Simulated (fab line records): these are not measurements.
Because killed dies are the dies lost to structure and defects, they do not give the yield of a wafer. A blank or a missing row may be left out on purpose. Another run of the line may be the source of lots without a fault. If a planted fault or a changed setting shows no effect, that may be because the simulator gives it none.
What tool caused it? :: flow nandHarc :: 43 wafers from 15 lots sampled at 5 of the route's 1302 steps

== WHAT THE GAUGES SHOWED, per wafer ==
NHARC_A_ONON_D1_THK_MEAS_21: measures by ellipsometry. Usual: thkNm 1001 nm, standard deviation 10.
lot: L966
measured: day 8 09:24
on: filmMetro-02
thkNm (nm): 985 987 985
flag: 

lot: L965
measured: day 8 09:24
on: filmMetro-01
thkNm (nm): 1013 1014 1014
flag: 

lot: L967
measured: day 9 00:44
on: filmMetro-01
thkNm (nm): 1018 1020 1020
flag: 

lot: L968
measured: day 9 12:18
on: filmMetro-01
thkNm (nm): 993 994 994
flag: 

lot: L969
measured: day 9 12:18
on: filmMetro-02
thkNm (nm): 1010 1010 1012
flag: 

lot: L970
measured: day 10 12:59
on: filmMetro-02
thkNm (nm): 1001 1000 1000
flag: 

lot: L972
measured: day 10 20:43
on: filmMetro-01
thkNm (nm): 979 979 978
flag: 

lot: L974
measured: day 11 14:24
on: filmMetro-02
thkNm (nm): 1000 1002 1001
flag: 

lot: L976
measured: day 12 18:58
on: filmMetro-02
thkNm (nm): 990 988 990
flag: 

lot: L977
measured: day 13 00:13
on: filmMetro-02
thkNm (nm): 1001 1002 1002
flag: 

lot: L978
measured: day 14 10:12
on: filmMetro-02
thkNm (nm): 1002 1163
flag: OFF

lot: L980
measured: day 14 10:33
on: filmMetro-01
thkNm (nm): 1001 1002 1160
flag: OFF

lot: L981
measured: day 15 00:01
on: filmMetro-02
thkNm (nm): 1162 999
flag: OFF

lot: L987
measured: day 17 12:34
on: filmMetro-01
thkNm (nm): 1006 1006 1006
flag: 

lot: L988
measured: day 17 20:15
on: filmMetro-01
thkNm (nm): 1011 1010 1011
flag: 

NHARC_A_CHANNEL_HOLE_D1_OVL_MEAS_11. Usual: overlayXNm 0.0 nm, standard deviation 0.8; overlayYNm -0.4 nm, standard deviation 0.84.
lot: L966
measured: day 8 14:34
on: overlay-02
overlayXNm (nm): 0.6 0.2 0.4
overlayYNm (nm): -0.3 -0.9 -0.7
flag: 

lot: L965
measured: day 8 14:21
on: overlay-01
overlayXNm (nm): 1.6 1.5 1.2
overlayYNm (nm): -0.6 -0.7 -1.1
flag: 

lot: L967
measured: day 9 11:25
on: overlay-02
overlayXNm (nm): -0.4 0.1 -0.3
overlayYNm (nm): 0.0 0.2 -0.2
flag: 

lot: L968
measured: day 9 21:34
on: overlay-01
overlayXNm (nm): -0.6 0.1 -0.1
overlayYNm (nm): 0.4 0.9 0.3
flag: 

lot: L969
measured: day 9 22:22
on: overlay-01
overlayXNm (nm): 0.9 1.0 1.1
overlayYNm (nm): -1.5 -2.0 -1.7
flag: 

lot: L970
measured: day 10 18:02
on: overlay-01
overlayXNm (nm): 0.4 0.4 0.1
overlayYNm (nm): -0.2 0.6 -0.6
flag: 

lot: L972
measured: day 11 01:53
on: overlay-02
overlayXNm (nm): -0.1 -0.6 -0.3
overlayYNm (nm): -1.4 -1.3 -2.2
flag: 

lot: L974
measured: day 12 01:19
on: overlay-02
overlayXNm (nm): -2.0 -1.9 -1.7
overlayYNm (nm): 0.2 0.7 0.2
flag: 

lot: L976
measured: day 12 23:54
on: overlay-02
overlayXNm (nm): -0.6 0.0 -0.2
overlayYNm (nm): -0.9 -1.0 -1.6
flag: 

lot: L977
measured: day 13 08:50
on: overlay-01
overlayXNm (nm): -0.6 0.0 -0.7
overlayYNm (nm): -1.4 -1.8 -1.1
flag: 

lot: L978
measured: day 14 15:15
on: overlay-02
overlayXNm (nm): 0.3
overlayYNm (nm): -0.2
flag: 

lot: L980
measured: day 14 17:24
on: overlay-02
overlayXNm (nm): -1.7 -1.3
overlayYNm (nm): -0.3 -0.3
flag: 

lot: L981
measured: day 15 06:11
on: overlay-02
overlayXNm (nm): 0.3
overlayYNm (nm): -0.8
flag: 

lot: L987
measured: day 17 17:46
on: overlay-02
overlayXNm (nm): -0.1 0.4 -0.3
overlayYNm (nm): 0.8 0.8 1.1
flag: 

lot: L988
measured: day 18 02:11
on: overlay-02
overlayXNm (nm): 0.2 -0.1 -0.6
overlayYNm (nm): -0.3 -0.6 -0.8
flag: 

NHARC_END_SORT_01. Usual: killedAtArray 49, standard deviation 19; killedAtOther 0.9, standard deviation 1.1; killedAtPeriphery 4.0, standard deviation 2.7; killedDies 54, standard deviation 19; killedOpen 3.3, standard deviation 1.8; killedShort 2.6, standard deviation 1.6.
lot: L980
measured: day 31 02:34
on: prober-02
killedAtArray: 26 25 672
killedAtOther: 0 0 1
killedAtPeriphery: 4 1 4
killedDies: 30 26 677
killedOpen: 2 2 5
killedShort: 6 3 5
flag: OFF

lot: L981
measured: day 30 20:20
on: prober-01
killedAtArray: 669 44
killedAtOther: 0 2
killedAtPeriphery: 8 2
killedDies: 677 48
killedOpen: 3 4
killedShort: 2 2
flag: OFF

== EACH LOT AND THE TOOL THAT RAN IT (in order: tool; ch and the chambers of the sampled wafers; start) ==
lot: L966
NHARC_A_ONON_D1_DEP_19: pecvdOnon-03 ch 0, day 8 08:53
NHARC_A_CHANNEL_HOLE_D1_DEP_01: pecvd-01 ch 0,1,2, day 8 13:47

lot: L965
NHARC_A_ONON_D1_DEP_19: pecvdOnon-04 ch 0, day 8 09:00
NHARC_A_CHANNEL_HOLE_D1_DEP_01: pecvd-03 ch 1,2, day 8 13:40

lot: L967
NHARC_A_ONON_D1_DEP_19: pecvdOnon-04 ch 0, day 9 00:21
NHARC_A_CHANNEL_HOLE_D1_DEP_01: pecvd-01 ch 1,2, day 9 10:42

lot: L968
NHARC_A_ONON_D1_DEP_19: pecvdOnon-03 ch 0, day 9 11:47
NHARC_A_CHANNEL_HOLE_D1_DEP_01: pecvd-02 ch 0,1,2, day 9 20:45

lot: L969
NHARC_A_ONON_D1_DEP_19: pecvdOnon-02 ch 0, day 9 11:47
NHARC_A_CHANNEL_HOLE_D1_DEP_01: pecvd-03 ch 0,1, day 9 21:35

lot: L970
NHARC_A_ONON_D1_DEP_19: pecvdOnon-02 ch 0, day 10 12:32
NHARC_A_CHANNEL_HOLE_D1_DEP_01: pecvd-01 ch 0,1,2, day 10 17:14

lot: L972
NHARC_A_ONON_D1_DEP_19: pecvdOnon-02 ch 0, day 10 20:11
NHARC_A_CHANNEL_HOLE_D1_DEP_01: pecvd-02 ch 0,1,2, day 11 00:57

lot: L974
NHARC_A_ONON_D1_DEP_19: pecvdOnon-02 ch 0, day 11 13:53
NHARC_A_CHANNEL_HOLE_D1_DEP_01: pecvd-03 ch 0,1, day 12 00:38

lot: L976
NHARC_A_ONON_D1_DEP_19: pecvdOnon-04 ch 0, day 12 18:28
NHARC_A_CHANNEL_HOLE_D1_DEP_01: pecvd-01 ch 0,2, day 12 23:13

lot: L977
NHARC_A_ONON_D1_DEP_19: pecvdOnon-03 ch 0, day 12 23:46
NHARC_A_CHANNEL_HOLE_D1_DEP_01: pecvd-03 ch 1,2, day 13 08:03

lot: L978
NHARC_A_ONON_D1_DEP_19: pecvdOnon-03 ch 0, day 14 09:55
NHARC_A_CHANNEL_HOLE_D1_DEP_01: pecvd-02 ch 2, day 14 14:31

lot: L980
NHARC_A_ONON_D1_DEP_19: pecvdOnon-03 ch 0, day 14 10:02
NHARC_A_CHANNEL_HOLE_D1_DEP_01: pecvd-03 ch 0,1, day 14 16:34

lot: L981
NHARC_A_ONON_D1_DEP_19: pecvdOnon-03 ch 0, day 14 23:38
NHARC_A_CHANNEL_HOLE_D1_DEP_01: pecvd-03 ch 2, day 15 05:29

lot: L987
NHARC_A_ONON_D1_DEP_19: pecvdOnon-02 ch 0, day 17 12:02
NHARC_A_CHANNEL_HOLE_D1_DEP_01: pecvd-01 ch 0,1, day 17 16:52

lot: L988
NHARC_A_ONON_D1_DEP_19: pecvdOnon-02 ch 0, day 17 19:51
NHARC_A_CHANNEL_HOLE_D1_DEP_01: pecvd-03 ch 0,1,2, day 18 00:34
- NHARC_A_ONON_D1_DEP_19: target thk 1000 nm.
- NHARC_A_CHANNEL_HOLE_D1_DEP_01: deposits SiON, target thk 140 nm.

== WHAT THE TOOLS THEMSELVES READ (means of the sampled wafers that have a number; where no wafer has one, the mark that the record gives instead) ==
NHARC_A_CHANNEL_HOLE_D1_DEP_01. Usual: heaterPowerW 792 W, standard deviation 73.
lot: L966
tool: pecvd-01
heaterPowerW (W): 766
flag: 

lot: L965
tool: pecvd-03
heaterPowerW (W): 758
flag: 

lot: L967
tool: pecvd-01
heaterPowerW (W): 776
flag: 

lot: L968
tool: pecvd-02
heaterPowerW (W): 802
flag: 

lot: L969
tool: pecvd-03
heaterPowerW (W): 787
flag: 

lot: L970
tool: pecvd-01
heaterPowerW (W): 759
flag: 

lot: L972
tool: pecvd-02
heaterPowerW (W): 854
flag: 

lot: L974
tool: pecvd-03
heaterPowerW (W): 748
flag: 

lot: L976
tool: pecvd-01
heaterPowerW (W): 874
flag: 

lot: L977
tool: pecvd-03
heaterPowerW (W): 805
flag: 

lot: L978
tool: pecvd-02
heaterPowerW (W): 784
flag: 

lot: L980
tool: pecvd-03
heaterPowerW (W): 752
flag: 

lot: L981
tool: pecvd-03
heaterPowerW (W): 909
flag: 

lot: L987
tool: pecvd-01
heaterPowerW (W): 778
flag: 

lot: L988
tool: pecvd-03
heaterPowerW (W): 769
flag: 

== THE ANSWER, worked out from the rows above alone ==
Rule: take the mean of a lot's wafers that have a number; if it is more than 3 standard deviations from the usual mean, the lot is off. A lot without any number at a reading at which 4 lots or more have one is off too. Where the step has rows for the other lots, those lots are counted as sound. First the gauges in route order, then the tools' own readings, where a lot's mean is used as printed above. The first step at which some lot is off is used, and at that step the reading that is off furthest; a lot without a number counts as furthest.
Off, at NHARC_A_ONON_D1_THK_MEAS_21 on thkNm: L978, L980, L981.
A tool fits if, at a process step before that reading, it ran every lot that is off, and no sound lot after the first of them. Those tools and the gauges at NHARC_A_ONON_D1_THK_MEAS_21 are tried in the same way. One fits: pecvdOnon-03 at NHARC_A_ONON_D1_DEP_19. Its last sound lot is L977 (day 12 23:46), its first lot that is off L978 (day 14 09:55): a fault that began between those two fits.

== WHAT THE SIMULATOR HAD INSERTED ==
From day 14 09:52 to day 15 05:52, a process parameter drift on pecvdOnon-03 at NHARC_A_ONON_D1_DEP_19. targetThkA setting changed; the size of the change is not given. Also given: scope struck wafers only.
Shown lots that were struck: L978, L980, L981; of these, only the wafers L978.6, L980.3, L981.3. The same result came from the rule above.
